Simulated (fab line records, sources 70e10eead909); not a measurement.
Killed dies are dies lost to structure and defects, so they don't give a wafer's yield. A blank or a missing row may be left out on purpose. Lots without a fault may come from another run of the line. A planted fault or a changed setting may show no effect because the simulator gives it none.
Which tool did it? | flow nand_harc | 14 lots, 42 wafers sampled, at 4 steps of a route of 1302

WHAT THE GAUGES READ, wafer by wafer
The record holds no reading of a measuring or inspecting step that can be judged against a usual standard deviation.

WHICH TOOL RAN EACH LOT (tool, then ch and the chambers of the sampled wafers, then the start)
lot  | NHARC_P_M2_PRE_CLEAN_32         | NHARC_P_BONDPAD_DEP_00                     | NHARC_P_BONDPAD_ETCH_37            | NHARC_P_BONDPAD_STRIP_15
L916 | pecvd-01 ch 1,2, day 7 12:37    | pecvd-01 ch 0,1, day 7 14:35 or earlier    | rie_diel-02 ch 1,2,3, day 7 14:35  | rie_diel-11 ch 0,2,3, day 7 14:54
L917 | pecvd-04 ch 0,1,2, day 7 13:59  | pecvd-02 ch 1,2, day 7 14:27               | rie_diel-02 ch 0,1,3, day 7 15:51  | rie_diel-11 ch 0,1,3, day 7 16:08
L919 | pecvd-04 ch 0,2, day 8 14:01    | pecvd-01 ch 0,2, day 8 14:29               | rie_diel-02 ch 1,3, day 8 16:01    | rie_diel-11 ch 0,2,3, day 8 16:22
L920 | pecvd-01 ch 0,2, day 8 23:34    | pecvd-02 ch 1,2, day 9 00:03               | rie_diel-02 ch 0,1,2, day 9 01:44  | rie_diel-11 ch 1,2, day 9 02:03
L921 | pecvd-02 ch 0,1,2, day 9 15:19  | pecvd-02 ch 0,1, day 9 17:13 or earlier    | rie_diel-02 ch 1,2,3, day 9 17:13  | rie_diel-08 ch 0,2, day 9 17:32
L922 | pecvd-01 ch 0,2, day 9 17:11    | pecvd-04 ch 1,2, day 9 17:40               | rie_diel-11 ch 0,1,2, day 9 19:11  | rie_diel-02 ch 0,1,2, day 9 19:32
L924 | pecvd-04 ch 0,1, day 10 15:22   | pecvd-04 ch 0,2, day 10 17:16 or earlier   | rie_diel-02 ch 0,2,3, day 10 17:16 | rie_diel-11 ch 0,2, day 10 17:35
L925 | pecvd-04 ch 1,2, day 11 03:14   | pecvd-04 ch 0,1,2, day 11 05:13 or earlier | rie_diel-02 ch 0,2,3, day 11 05:13 | rie_diel-02 ch 0,2,3, day 11 05:33
L932 | pecvd-02 ch 1,2, day 14 01:26   | pecvd-04 ch 0,2, day 14 01:56              | rie_diel-02 ch 0,1,3, day 14 03:29 | rie_diel-11 ch 0,1,3, day 14 03:47
L933 | pecvd-02 ch 0,2, day 14 08:23   | pecvd-04 ch 0,2, day 14 08:52              | rie_diel-11 ch 1,3, day 14 10:17   | rie_diel-08 ch 0,1,3, day 14 10:38
L934 | pecvd-02 ch 1,2, day 14 19:34   | pecvd-04 ch 1,2, day 14 20:04              | rie_diel-08 ch 0,2,3, day 14 21:29 | rie_diel-11 ch 0,2, day 14 21:48
L935 | pecvd-04 ch 0,1,2, day 15 02:31 | pecvd-02 ch 0,2, day 15 03:01              | rie_diel-11 ch 1,2,3, day 15 04:34 | rie_diel-02 ch 0,3, day 15 04:50
L936 | pecvd-04 ch 0,2, day 15 15:51   | pecvd-02 ch 1,2, day 15 16:23              | rie_diel-11 ch 1,3, day 15 17:45   | rie_diel-11 ch 0,1,3, day 15 18:05
L937 | pecvd-02 ch 0,2, day 15 22:13   | pecvd-04 ch 1,2, day 15 22:50              | rie_diel-02 ch 0,1,2, day 16 00:14 | rie_diel-08 ch 0,1,2, day 16 00:33
- NHARC_P_M2_PRE_CLEAN_32: time 12 s.
- NHARC_P_BONDPAD_DEP_00: deposits SiCN, target thk 250 nm.
- NHARC_P_BONDPAD_ETCH_37: etches the open film in N2/H2, target depth 60 nm, overetch 18 nm, time 65.91 s.
- NHARC_P_BONDPAD_STRIP_15: strips in O2.

WHAT THE TOOLS THEMSELVES READ (means of the sampled wafers that have a number; where no wafer has one, the mark that the record gives instead)
NHARC_P_M2_PRE_CLEAN_32. Usual: heater_power_w 691 W, standard deviation 58.
lot  | tool     | heater_power_w (W) | flag
L916 | pecvd-01 | 674                |
L917 | pecvd-04 | 681                |
L919 | pecvd-04 | 665                |
L920 | pecvd-01 | 659                |
L921 | pecvd-02 | 725                |
L922 | pecvd-01 | 698                |
L924 | pecvd-04 | 603                |
L925 | pecvd-04 | 684                |
L932 | pecvd-02 | 645                |
L933 | pecvd-02 | 741                |
L934 | pecvd-02 | 720                |
L935 | pecvd-04 | 714                |
L936 | pecvd-04 | 764                |
L937 | pecvd-02 | 690                |

NHARC_P_BONDPAD_DEP_00. Usual: heater_power_w 634 W, standard deviation 61.
lot  | tool     | heater_power_w (W) | flag
L916 | pecvd-01 | 575                |
L917 | pecvd-02 | 650                |
L919 | pecvd-01 | 637                |
L920 | pecvd-02 | 652                |
L921 | pecvd-02 | 622                |
L922 | pecvd-04 | 646                |
L924 | pecvd-04 | 684                |
L925 | pecvd-04 | 603                |
L932 | pecvd-04 | 644                |
L933 | pecvd-04 | 639                |
L934 | pecvd-04 | 696                |
L935 | pecvd-02 | 659                |
L936 | pecvd-02 | 659                |
L937 | pecvd-04 | 697                |

NHARC_P_BONDPAD_ETCH_37. Usual: drypump_motor_current_A 5.7 A, standard deviation 0.42; oes_product_au 1.004 a.u., standard deviation 0.012; rf_vpp_V 431.0 V, standard deviation 2.6; run_length_s 87.3 s, standard deviation 0.4; showerhead_plenum_p_Torr 2.06 Torr, standard deviation 0.094; throttle_valve_pct 14.171 %, standard deviation 0.0094.
lot  | tool        | drypump_motor_current_A (A) | oes_product_au (a.u.) | rf_vpp_V (V) | run_length_s (s) | showerhead_plenum_p_Torr (Torr) | throttle_valve_pct (%) | flag
L916 | rie_diel-02 | 5.9                         | 1.003                 | 429.7        | 87.5             | 2.01                            | 14.165                 |
L917 | rie_diel-02 | 5.8                         | 1.001                 | 431.8        | 87.6             | 2.08                            | 14.171                 |
L919 | rie_diel-02 | 5.9                         | 1.008                 | 429.0        | 87.7             | 2.00                            | 14.169                 |
L920 | rie_diel-02 | 5.6                         | 0.999                 | 428.6        | 87.2             | 2.02                            | 14.175                 |
L921 | rie_diel-02 | 5.9                         | 1.009                 | 429.8        | 87.3             | 2.01                            | 14.173                 |
L922 | rie_diel-11 | 5.5                         | 1.011                 | 432.8        | 87.5             | 2.11                            | 14.173                 |
L924 | rie_diel-02 | 5.8                         | 1.003                 | 431.7        | 81.4             | 2.09                            | 14.167                 | OFF
L925 | rie_diel-02 | 5.8                         | 0.994                 | 432.0        | 81.5             | 2.09                            | 14.171                 | OFF
L932 | rie_diel-02 | 5.8                         | 1.000                 | 432.1        | 87.7             | 2.08                            | 14.180                 |
L933 | rie_diel-11 | 5.3                         | 1.002                 | 431.1        | 87.0             | 2.05                            | 14.176                 |
L934 | rie_diel-08 | 5.6                         | 1.011                 | 428.4        | 87.1             | 1.98                            | 14.171                 |
L935 | rie_diel-11 | 5.5                         | 1.008                 | 432.2        | 87.2             | 2.08                            | 14.179                 |
L936 | rie_diel-11 | 5.3                         | 1.006                 | 431.3        | 87.0             | 2.05                            | 14.168                 |
L937 | rie_diel-02 | 5.6                         | 0.993                 | 429.2        | 87.4             | 2.01                            | 14.177                 |

NHARC_P_BONDPAD_STRIP_15. Usual: drypump_motor_current_A 5.6 A, standard deviation 0.46; oes_product_au 1.007 a.u., standard deviation 0.013; rf_vpp_V 57.9 V, standard deviation 0.8; showerhead_plenum_p_Torr 3.57 Torr, standard deviation 0.14; throttle_valve_pct 17.036 %, standard deviation 0.0093.
lot  | tool        | drypump_motor_current_A (A) | oes_product_au (a.u.) | rf_vpp_V (V) | showerhead_plenum_p_Torr (Torr) | throttle_valve_pct (%) | flag
L916 | rie_diel-11 | 5.8                         | 1.008                 | 57.4         | 3.67                            | 17.033                 |
L917 | rie_diel-11 | 5.7                         | 1.009                 | 58.3         | 3.62                            | 17.039                 |
L919 | rie_diel-11 | 5.9                         | 1.020                 | 57.4         | 3.67                            | 17.043                 |
L920 | rie_diel-11 | 5.2                         | 1.008                 | 58.2         | 3.55                            | 17.025                 |
L921 | rie_diel-08 | 5.2                         | 1.007                 | 57.8         | 3.40                            | 17.030                 |
L922 | rie_diel-02 | 5.6                         | 0.998                 | 57.5         | 3.49                            | 17.034                 |
L924 | rie_diel-11 | 5.7                         | 1.007                 | 58.8         | 3.67                            | 17.026                 |
L925 | rie_diel-02 | 5.8                         | 1.000                 | 57.5         | 3.60                            | 17.034                 |
L932 | rie_diel-11 | 5.6                         | 1.012                 | 57.6         | 3.62                            | 17.036                 |
L933 | rie_diel-08 | 5.7                         | 1.013                 | 57.0         | 3.53                            | 17.035                 |
L934 | rie_diel-11 | 5.8                         | 1.015                 | 58.1         | 3.71                            | 17.037                 |
L935 | rie_diel-02 | 6.0                         | 1.001                 | 58.1         | 3.71                            | 17.033                 |
L936 | rie_diel-11 | 5.7                         | 1.017                 | 58.4         | 3.62                            | 17.039                 |
L937 | rie_diel-08 | 5.2                         | 1.005                 | 57.4         | 3.51                            | 17.039                 |

THE ANSWER, worked out from the rows above alone
Rule: a lot is off if the mean of its wafers that have a number lies more than 3 standard deviations from the usual mean. A lot without any number at a reading at which 4 lots or more have one is off too. The other lots that the step has rows for count as sound. The gauges are gone through in route order, then the tools' own readings, and for those a lot's mean is taken as printed above. The first step at which some lot is off is used, and at that step the reading that is off furthest; a lot without a number counts as furthest.
Off: L924, L925, at NHARC_P_BONDPAD_ETCH_37 (run_length_s).
A tool fits if, at that step or a process step before it, it ran every lot that is off, and no sound lot after the first of them. NHARC_P_BONDPAD_DEP_00 gives no start for some lots, so the hours and the order of its lots are those of NHARC_P_BONDPAD_ETCH_37. None of those tried fits.

WHAT THE SIMULATOR HAD PUT IN
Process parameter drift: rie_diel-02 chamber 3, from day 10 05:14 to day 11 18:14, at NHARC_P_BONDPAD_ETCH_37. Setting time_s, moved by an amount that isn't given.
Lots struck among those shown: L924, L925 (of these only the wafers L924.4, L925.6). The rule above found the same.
